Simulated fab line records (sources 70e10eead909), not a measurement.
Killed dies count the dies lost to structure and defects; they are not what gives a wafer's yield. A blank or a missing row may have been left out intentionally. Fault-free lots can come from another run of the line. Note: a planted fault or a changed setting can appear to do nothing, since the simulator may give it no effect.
A lot that was struck, set against a sound lot | flow nand_harc | 14 steps out of a route of 1302
Sound: wafers L654.4, L654.5, L654.6. Wafers L660.1, L660.3, L660.6 were the ones struck. At the end, the cause is stated.
Order at every step that has rows: each side's tool, ch and its chambers, its first start. Under that, the readings that differ: sound wafers | struck wafers | difference of the means | sigmas: that difference in standard deviations of wafers without a fault.
alike: readings with means less than 2 such deviations apart, plus words and numbers identical on both sides. not compared: withheld readings, readings lacking a value on some wafer, bounds such as >300 that could conceal the same value, and numbers that have no deviation in the record and whose values overlap.
Wherever a step has rows on one side only, a row that says differs or no value, or a row with sigmas, the two part there. Numbers that don't overlap but have no deviation are shown without sigmas and don't part them. A reading missing from all wafers of one side parts the sides only when that side holds two or more wafers.

first, 1 step without rows for these wafers: NHARC_P_M0_PRE_CLEAN_29 (time 30 s).
NHARC_P_M0_PVD_20: deposits TaN, target thk 5 nm, time 8.06 s.
  sound on pvd_sputter-02; struck on pvd_sputter-02
  alike: throttle_valve_pct
NHARC_P_M0_PVD_21: deposits Cu, target thk 30 nm, time 20.49 s.
  sound on pvd_sputter-02; struck on pvd_sputter-02
  alike: throttle_valve_pct
then, 2 steps without rows for these wafers: NHARC_P_M0_ECD_22 (material Cu, target thk 400 nm); NHARC_P_M0_ANNEAL_30 (time 90 s).
NHARC_P_M0_CMP_23: polishes, t overpolish 20 s, target thk 117.54 nm.
  sound on cmp-02 ch 0,1,3, day 9 02:54; struck on cmp-02 ch 0,1, day 11 10:37
  alike: motor_current_A, time_to_endpoint_s
NHARC_P_M0_THK_MEAS_24: measures by xrf.
  struck on film_metro-02, day 11 10:56; sound on film_metro-02, day 9 03:10
  alike: thk_nm
after that, 1 step had no rows for these wafers: NHARC_P_M0_SRD_25.
NHARC_P_M0_INSPECT_27:
  struck on defect_inspect-01, day 11 11:05; sound on defect_inspect-01, day 9 03:19
  alike: raw_defect_count
NHARC_P_M0_PRE_CLEAN_31: time 12 s.
  sound on pecvd-04 ch 0,1,2, day 9 03:25; struck on pecvd-01 ch 0,1,2, day 11 11:10
  alike: heater_power_w, rf_fwd_power_W, susceptor_temp_C
NHARC_P_M0_DEP_32: deposits SiCN, target thk 30 nm.
  sound on pecvd-04 ch 0,1,2, day 9 03:35; struck on pecvd-01 ch 0,1,2, day 11 11:14
  alike: chamber_pressure_Torr, heater_power_outer_w, heater_power_w, rf_fwd_power_W, susceptor_temp_C
NHARC_P_M1_DEP_00: deposits SiOC, target thk 182.5 nm.
  sound on pecvd-04 ch 0,1,2, day 9 03:59; struck on pecvd-03 ch 0,1, day 11 11:43
  no value came back on the struck wafers for chamber_pressure_Torr (Torr), rf_fwd_power_W (W); on the sound wafers chamber_pressure_Torr (Torr) reads 4.993 5.000 5.004
then, 1 step without rows for these wafers: NHARC_P_M1_DEHYDRATE_01 (time 120 s).
-- record jumps: 18 days between struck wafers' starts before vs after; left off in module P_M1, resumes in module END, first step shown is number 1302 of the route --
NHARC_END_SORT_01:
  the record has rows for the struck wafers here (prober-02 ch 0, day 29 02:36) and none for the sound ones

## WHERE THEY PART
Last at NHARC_END_SORT_01 as far as this record goes, first at NHARC_P_M1_DEP_00.

WHY: what had been put in by the simulator
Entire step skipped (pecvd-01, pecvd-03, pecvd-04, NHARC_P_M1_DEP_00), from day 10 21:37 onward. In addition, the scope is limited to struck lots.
